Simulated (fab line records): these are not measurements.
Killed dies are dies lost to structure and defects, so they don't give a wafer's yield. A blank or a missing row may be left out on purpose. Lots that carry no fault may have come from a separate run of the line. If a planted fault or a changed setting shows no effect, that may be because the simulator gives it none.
Which tool did it?    flow n5 finfet    11 lots, 33 wafers sampled, at 4 steps of a route of 1938

== WHAT THE GAUGES READ, wafer by wafer ==
N5_BEOL_M4_RC_MEAS_101.
lot   measured      on         DIBL_N (mV/V)
L264  day 8 05:33   prober-01  35.3 37.3 34.9
L265  day 8 10:10   prober-02  36.3 35.5 37.9
L272  day 9 19:16   prober-02  35.4 36.5 36.2
L273  day 9 23:08   prober-02  35.7 37.5 35.7
L274  day 10 18:02  prober-01  36.5 35.9 35.5
L275  day 10 21:08  prober-02  37.0 37.3 37.2
L278  day 11 23:32  prober-02  35.6 37.0 36.3
L281  day 12 07:06  prober-01  37.3 37.6 36.7
L282  day 12 17:07  prober-02  37.5 35.4 35.9
L283  day 12 23:17  prober-01  35.8 34.6 35.3
L286  day 13 18:34  prober-02  36.6 37.6 36.7

== WHICH TOOL RAN EACH LOT (tool, then ch and the chambers of the sampled wafers, then the start) ==
lot   N5_BEOL_M2_SPUTTER_48         N5_BEOL_M2_ANNEAL_91          N5_BEOL_M2_SPUTTER_92
L264  pvd sputter-03, day 7 04:56   pvd sputter-03, day 7 06:07   pvd sputter-03, day 7 06:16
L265  pvd sputter-02, day 7 08:20   pvd sputter-02, day 7 09:31   pvd sputter-02, day 7 09:39
L272  pvd sputter-02, day 9 01:39   pvd sputter-02, day 9 02:50   pvd sputter-02, day 9 02:58
L273  pvd sputter-01, day 9 01:56   pvd sputter-01, day 9 03:07   pvd sputter-01, day 9 03:15
L274  pvd sputter-01, day 9 12:28   pvd sputter-01, day 9 13:38   pvd sputter-01, day 9 13:47
L275  pvd sputter-01, day 9 14:32   pvd sputter-01, day 9 15:43   pvd sputter-01, day 9 15:52
L278  pvd sputter-01, day 10 21:50  pvd sputter-01, day 10 23:01  pvd sputter-01, day 10 23:09
L281  pvd sputter-01, day 11 08:41  pvd sputter-01, day 11 09:52  pvd sputter-01, day 11 10:01
L282  pvd sputter-01, day 11 17:07  pvd sputter-01, day 11 18:17  pvd sputter-01, day 11 18:26
L283  pvd sputter-02, day 11 19:37  pvd sputter-02, day 11 20:57  pvd sputter-02, day 11 21:06
L286  pvd sputter-03, day 12 16:23  pvd sputter-03, day 12 17:34  pvd sputter-03, day 12 17:43
- N5_BEOL_M2_SPUTTER_48: material Cu, target thk 4.5 nm, time 8.29 s.
- N5_BEOL_M2_ANNEAL_91: time 240 s.
- N5_BEOL_M2_SPUTTER_92: material Cu, target thk 4.5 nm, time 8.29 s.

== THE ANSWER, worked out from the rows above alone ==
Rule: what is usual is taken from the lots themselves. The widest of any qualifying gaps counts: lots, ordered by their means at a reading, are off when they make up no more than a third of the lots, leave a main group of 4 or more, and stand apart from it by 3 or more times the standard deviation of that group's means. A main group is skipped when, at the precision printed for the reading in the tables above, its means are all equal. A lot without any number at a reading at which 4 lots or more have one is off too. All remaining lots with rows at the step are treated as sound.
Across all readings shown, no lot is off: no conclusion can be drawn from this.

== WHAT THE SIMULATOR HAD PUT IN ==
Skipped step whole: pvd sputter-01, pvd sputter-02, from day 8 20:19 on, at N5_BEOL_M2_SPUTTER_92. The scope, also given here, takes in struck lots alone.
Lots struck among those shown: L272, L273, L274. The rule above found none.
